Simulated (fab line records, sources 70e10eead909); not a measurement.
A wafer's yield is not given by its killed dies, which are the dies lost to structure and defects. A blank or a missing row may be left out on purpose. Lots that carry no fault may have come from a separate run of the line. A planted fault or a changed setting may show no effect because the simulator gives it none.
Which tool did it? -- flow nandHarc -- 13 lots, 39 wafers sampled, at 5 steps of a route of 1302

## WHAT EACH GAUGE READ, for each wafer
NHARC_END_SORT_01.
lot,measured,on,defectLimitedYield (%),killedAtArray,killedAtOther,killedAtPeriphery,killedDies,killedOpen,killedShort
L699,day 29 20:34,prober-02,89.2 87.1 88.2,70 79 71,0 1 0,3 7 9,73 87 80,5 5 3,2 2 5
L703,day 31 14:05,prober-02,85.2 88.6 87.1,94 74 82,0 0 1,6 3 4,100 77 87,4 1 1,4 4 3

## WHICH TOOL RAN EACH LOT (tool, then ch and the chambers of the sampled wafers, then the start)
lot,NHARC_A_M0_DESCUM_14,NHARC_A_M0_PRE_CLEAN_29,NHARC_A_M0_PVD_20,NHARC_A_M0_ANNEAL_30
L686,"rieDiel-10 ch 2,3, day 23 02:59","pvdSputter-02, day 23 04:02 or earlier","pvdSputter-02, day 23 04:02","rtpAnneal-01 ch 0, day 23 04:43"
L687,"rieDiel-02 ch 1,3, day 23 03:45","pvdSputter-03, day 23 04:48 or earlier","pvdSputter-03, day 23 04:48","rtpAnneal-02 ch 0, day 23 05:28"
L688,"rieDiel-10 ch 0,2,3, day 23 17:02","pvdSputter-02, day 23 18:04 or earlier","pvdSputter-02, day 23 18:04","rtpAnneal-02 ch 0, day 23 18:44"
L690,"rieDiel-10 ch 1,2,3, day 23 22:20","pvdSputter-03, day 23 23:21 or earlier","pvdSputter-03, day 23 23:21","rtpAnneal-02 ch 0, day 23 23:59"
L692,"rieDiel-04 ch 2,3, day 25 17:55","pvdSputter-02, day 25 18:56 or earlier","pvdSputter-02, day 25 18:56","rtpAnneal-02 ch 0, day 25 19:40"
L696,"rieDiel-04 ch 1,2, day 27 21:32","pvdSputter-01, day 27 22:35 or earlier","pvdSputter-01, day 27 22:35","rtpAnneal-01 ch 0, day 27 23:28"
L699,"rieDiel-10 ch 0,2,3, day 28 05:26","pvdSputter-01, day 28 06:29 or earlier","pvdSputter-01, day 28 06:29","rtpAnneal-01 ch 0, day 28 07:09"
L700,"rieDiel-04 ch 1,2,3, day 28 17:59","pvdSputter-01, day 28 19:03 or earlier","pvdSputter-01, day 28 19:03","rtpAnneal-01 ch 0, day 28 19:44"
L703,"rieDiel-04 ch 1,2,3, day 29 21:31","pvdSputter-02, day 29 22:33 or earlier","pvdSputter-02, day 29 22:33","rtpAnneal-01 ch 0, day 29 23:14"
L702,"rieDiel-02 ch 0,1,2, day 30 06:56","pvdSputter-02, day 30 07:59 or earlier","pvdSputter-02, day 30 07:59","rtpAnneal-02 ch 0, day 30 08:36"
L707,"rieDiel-10 ch 0,2,3, day 31 05:25","pvdSputter-02, day 31 06:26 or earlier","pvdSputter-02, day 31 06:26","rtpAnneal-02 ch 0, day 31 07:04"
L708,"rieDiel-10 ch 0,1,3, day 32 03:09","pvdSputter-02, day 32 04:14 or earlier","pvdSputter-02, day 32 04:14","rtpAnneal-01 ch 0, day 32 04:52"
L709,"rieDiel-10 ch 0,1,3, day 32 11:25","pvdSputter-01, day 32 12:28 or earlier","pvdSputter-01, day 32 12:28","rtpAnneal-01 ch 0, day 32 13:04"
- NHARC_A_M0_DESCUM_14: chemistry O2, time 3 s.
- NHARC_A_M0_PRE_CLEAN_29: time 30 s.
- NHARC_A_M0_PVD_20: deposits TaN, target thk 5 nm, time 8.06 s.
- NHARC_A_M0_ANNEAL_30: time 90 s.

## AS READ BY THE TOOLS THEMSELVES (means over the sampled wafers that have a number; for cases with no such wafer, the mark the record gives instead)
NHARC_A_M0_DESCUM_14.
lot,tool,drypumpMotorCurrentA (A),oesProductAu (a.u.),rfVppV (V),showerheadPlenumPTorr (Torr),throttleValvePct (%)
L686,rieDiel-10,5.8,1.003,59.1,1.90,11.312
L687,rieDiel-02,5.5,0.998,57.3,2.03,11.313
L688,rieDiel-10,5.8,1.002,57.1,1.87,11.313
L690,rieDiel-10,5.9,0.993,57.4,1.87,11.319
L692,rieDiel-04,5.6,1.002,57.8,2.00,11.306
L696,rieDiel-04,5.2,1.002,57.9,1.96,11.311
L699,rieDiel-10,5.8,0.996,56.6,1.87,11.306
L700,rieDiel-04,5.5,1.001,58.2,1.97,11.309
L703,rieDiel-04,5.5,1.001,56.7,1.97,11.309
L702,rieDiel-02,5.8,1.001,57.3,1.96,11.320
L707,rieDiel-10,5.8,0.993,58.1,1.87,11.309
L708,rieDiel-10,5.7,1.001,58.4,1.89,11.313
L709,rieDiel-10,5.7,0.995,58.0,1.89,11.303

NHARC_A_M0_PRE_CLEAN_29.
lot,tool,heaterPowerW (W)
L686,pvdSputter-02,390
L687,pvdSputter-03,453
L688,pvdSputter-02,383
L690,pvdSputter-03,370
L692,pvdSputter-02,387
L696,pvdSputter-01,436
L699,pvdSputter-01,446
L700,pvdSputter-01,435
L703,pvdSputter-02,374
L702,pvdSputter-02,395
L707,pvdSputter-02,395
L708,pvdSputter-02,384
L709,pvdSputter-01,418

NHARC_A_M0_PVD_20.
lot,tool,throttleValvePct (%)
L686,pvdSputter-02,28.5
L687,pvdSputter-03,29.1
L688,pvdSputter-02,29.2
L690,pvdSputter-03,29.1
L692,pvdSputter-02,29.0
L696,pvdSputter-01,30.8
L699,pvdSputter-01,30.8
L700,pvdSputter-01,30.2
L703,pvdSputter-02,28.7
L702,pvdSputter-02,28.7
L707,pvdSputter-02,28.8
L708,pvdSputter-02,29.4
L709,pvdSputter-01,31.3

NHARC_A_M0_ANNEAL_30.
lot,tool,annealTempCMax,wafer_temp_C_max
L686,rtpAnneal-01,225.8,227.3
L687,rtpAnneal-02,226.4,226.1
L688,rtpAnneal-02,226.7,226.0
L690,rtpAnneal-02,226.5,226.2
L692,rtpAnneal-02,226.3,226.1
L696,rtpAnneal-01,225.7,226.6
L699,rtpAnneal-01,225.5,226.9
L700,rtpAnneal-01,225.7,226.8
L703,rtpAnneal-01,225.6,226.5
L702,rtpAnneal-02,226.6,226.0
L707,rtpAnneal-02,226.3,226.1
L708,rtpAnneal-01,225.4,226.6
L709,rtpAnneal-01,225.3,226.9

## THE ANSWER, worked out from the rows above alone
Rule: the usual values come from the lots themselves. Put in order of their means at a reading, lots are off if they are a third of the lots or fewer, leave a main group of 4 or more, and stand apart from it by a gap of 3 or more times the standard deviation of the main group's means; of several such gaps the widest counts. A main group is skipped when, at the precision printed for the reading in the tables above, its means are all equal. Also off: a lot with no number at a reading for which 4 or more lots have one. Any other lot the step has rows for is counted as sound. The gauges are gone through in route order, then the tools' own readings, and for those a lot's mean is taken as printed above. At the first step where some lot is off, the reading lying furthest off is the one used; lots without a number count as furthest.
No lot is off on any of the readings shown, so nothing can be concluded from this.

## WHAT WAS PUT IN BY THE SIMULATOR
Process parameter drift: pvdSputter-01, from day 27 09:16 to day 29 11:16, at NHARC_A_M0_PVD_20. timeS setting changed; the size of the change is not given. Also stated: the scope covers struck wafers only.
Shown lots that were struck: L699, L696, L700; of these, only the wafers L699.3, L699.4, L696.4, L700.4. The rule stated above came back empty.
